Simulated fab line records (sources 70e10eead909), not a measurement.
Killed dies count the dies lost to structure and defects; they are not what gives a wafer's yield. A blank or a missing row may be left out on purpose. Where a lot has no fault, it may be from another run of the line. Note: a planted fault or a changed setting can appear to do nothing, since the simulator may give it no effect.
Matching of chambers	flow nandHarc	4 sister chambers for NHARC_A_CHANNEL_FILL_D1_ALD_02 on aldHk-04
The step deposits SiO2, target thk 6 nm, pulse time 10 s, ald cycles 60. 8 wafers are shown with their chamber, then 9 later ones without.

WAFERS, EACH WITH ITS CHAMBER
wafer	chamber	heaterPowerW (W)	precursorPulseHeightRel
L081.2	2	408	0.988
L082.1	2	400	1.041
L082.2	3	449	1.001
L084.3	0	446	1.009
L084.5	3	450	0.977
L090.2	1	408	1.012
L090.4	0	442	0.999
L090.6	1	409	1.000

WAFERS WITHOUT THEIR CHAMBER
wafer	heaterPowerW (W)	precursorPulseHeightRel
L092.2	408	1.015
L092.3	454	0.971
L092.6	414	1.008
L093.1	397	1.001
L093.3	437	1.029
L093.5	442	1.019
L094.2	412	0.992
L094.4	411	0.987
L094.6	437	0.998

WHICH CHAMBER EACH ONE RAN IN
wafer	from the rows above	in truth
L092.2	can't be placed: 1 or 2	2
L092.3	can't be placed: 3 or 0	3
L092.6	can't be placed: 1 or 2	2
L093.1	can't be placed: 2 or 1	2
L093.3	can't be placed: 0 or 3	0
L093.5	can't be placed: 0 or 3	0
L094.2	can't be placed: 1 or 2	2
L094.4	can't be placed: 1 or 2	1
L094.6	can't be placed: 0 or 3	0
Placed correctly: 0 of 9. Unplaceable from these rows: 9, with the true chamber sitting among the candidates in 9. Placed wrongly: 0.
How it was worked out, from the rows above alone: a wafer's distance from a chamber is the root of the sum, over the readings, of the square of ((its reading less the chamber's mean) divided by the reading's scatter). The wafer belongs to the nearest chamber; if the next one is less than 2 further off, it can't be placed. For every chamber, the mean is computed from those of its wafers that are shown. How the scatter is found: for the shown wafers, subtract from each reading the mean of its chamber, square and add these, divide the total by (wafers less chambers), then take the root.
